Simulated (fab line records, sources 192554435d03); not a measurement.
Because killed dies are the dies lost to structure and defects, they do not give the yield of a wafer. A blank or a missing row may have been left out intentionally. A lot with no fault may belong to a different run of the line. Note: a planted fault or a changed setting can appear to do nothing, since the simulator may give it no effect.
Which tool did it? | flow n5-finfet | 12 lots, 36 wafers sampled, at 3 steps of a route of 1938

WHAT EACH GAUGE READ, for each wafer
N5_BEOL_M6_CD_MEAS_11: the cd target is 38.5 nm.
lot  | measured     | on        | cd-nm (nm)
L780 | day 8 11:52  | cd-sem-01 | 38.6 38.9 38.8
L781 | day 8 23:35  | cd-sem-02 | 38.0 38.3 37.9
L783 | day 9 11:05  | cd-sem-03 | 38.6 38.6 38.9
L791 | day 11 11:06 | cd-sem-01 | 38.6 38.0 38.5
L792 | day 11 17:28 | cd-sem-03 | 38.0 38.5 38.9
L794 | day 12 05:39 | cd-sem-01 | 38.2 38.6 38.4
L793 | day 12 06:55 | cd-sem-01 | 38.3 38.4 38.7
L796 | day 12 14:33 | cd-sem-02 | 38.9 38.7 38.5
L800 | day 13 23:31 | cd-sem-02 | 38.4 38.8 39.2
L799 | day 14 00:20 | cd-sem-01 | 38.3 38.3 38.5
L801 | day 14 01:25 | cd-sem-01 | 38.5 37.8 38.3
L802 | day 14 03:47 | cd-sem-03 | 38.2 38.9 38.5

N5_BEOL_M6_INSPECT_13: inspects for defects (brightfield).
lot  | measured     | on                | raw-defect-count
L780 | day 8 11:55  | defect-inspect-02 | 218 253 362
L781 | day 8 23:38  | defect-inspect-01 | 370 342 332
L783 | day 9 11:08  | defect-inspect-01 | 290 335 352
L791 | day 11 11:10 | defect-inspect-01 | 356 370 304
L792 | day 11 17:32 | defect-inspect-01 | 285 195 197
L794 | day 12 05:42 | defect-inspect-02 | 318 336 397
L793 | day 12 06:59 | defect-inspect-02 | 302 399 358
L796 | day 12 14:37 | defect-inspect-02 | 339 340 275
L800 | day 13 23:34 | defect-inspect-01 | 395 349 419
L799 | day 14 00:23 | defect-inspect-02 | 436 484 445
L801 | day 14 01:28 | defect-inspect-01 | 433 416 378
L802 | day 14 03:50 | defect-inspect-02 | 243 244 237

EACH LOT AND THE TOOL THAT RAN IT (in order: tool; ch and the chambers of the sampled wafers; start)
lot  | N5_BEOL_M6_HM_DEP_02
L780 | pvd-sputter-01, day 8 11:29
L781 | pvd-sputter-02, day 8 23:04
L783 | pvd-sputter-03, day 9 10:35
L791 | pvd-sputter-03, day 11 10:36
L792 | pvd-sputter-02, day 11 16:58
L794 | pvd-sputter-02, day 12 05:09
L793 | pvd-sputter-01, day 12 06:33
L796 | pvd-sputter-03, day 12 14:03
L800 | pvd-sputter-03, day 13 22:57
L799 | pvd-sputter-01, day 13 23:49
L801 | pvd-sputter-02, day 14 00:55
L802 | pvd-sputter-02, day 14 03:25
- N5_BEOL_M6_HM_DEP_02: deposits TiN, target thk 20 nm.

WHAT THE TOOLS THEMSELVES READ (means of the sampled wafers that have a number; where no wafer has one, the mark that the record gives instead)
N5_BEOL_M6_HM_DEP_02.
lot  | tool           | throttle-valve-pct (%)
L780 | pvd-sputter-01 | 29.9
L781 | pvd-sputter-02 | 29.7
L783 | pvd-sputter-03 | 30.2
L791 | pvd-sputter-03 | 30.0
L792 | pvd-sputter-02 | 30.0
L794 | pvd-sputter-02 | 30.2
L793 | pvd-sputter-01 | 30.2
L796 | pvd-sputter-03 | 30.0
L800 | pvd-sputter-03 | 30.1
L799 | pvd-sputter-01 | 29.8
L801 | pvd-sputter-02 | 29.8
L802 | pvd-sputter-02 | 30.3

THE ANSWER, worked out from the rows above alone
Rule: what is usual is taken from the lots themselves. The widest of any qualifying gaps counts: lots, ordered by their means at a reading, are off when they make up no more than a third of the lots, leave a main group of 4 or more, and stand apart from it by 3 or more times the standard deviation of that group's means. If all means in a main group match to the digits the tables above print for the reading, that group is not used. A lot without any number at a reading at which 4 lots or more have one is off too. Any other lot the step has rows for is counted as sound. After the gauges, taken in route order, come the tools' own readings; for these a lot's mean is taken, as printed above. At the first step where some lot is off, the reading lying furthest off is the one used; lots without a number count as furthest.
Across all readings shown, no lot is off: no conclusion can be drawn from this.

WHAT WAS PUT IN BY THE SIMULATOR
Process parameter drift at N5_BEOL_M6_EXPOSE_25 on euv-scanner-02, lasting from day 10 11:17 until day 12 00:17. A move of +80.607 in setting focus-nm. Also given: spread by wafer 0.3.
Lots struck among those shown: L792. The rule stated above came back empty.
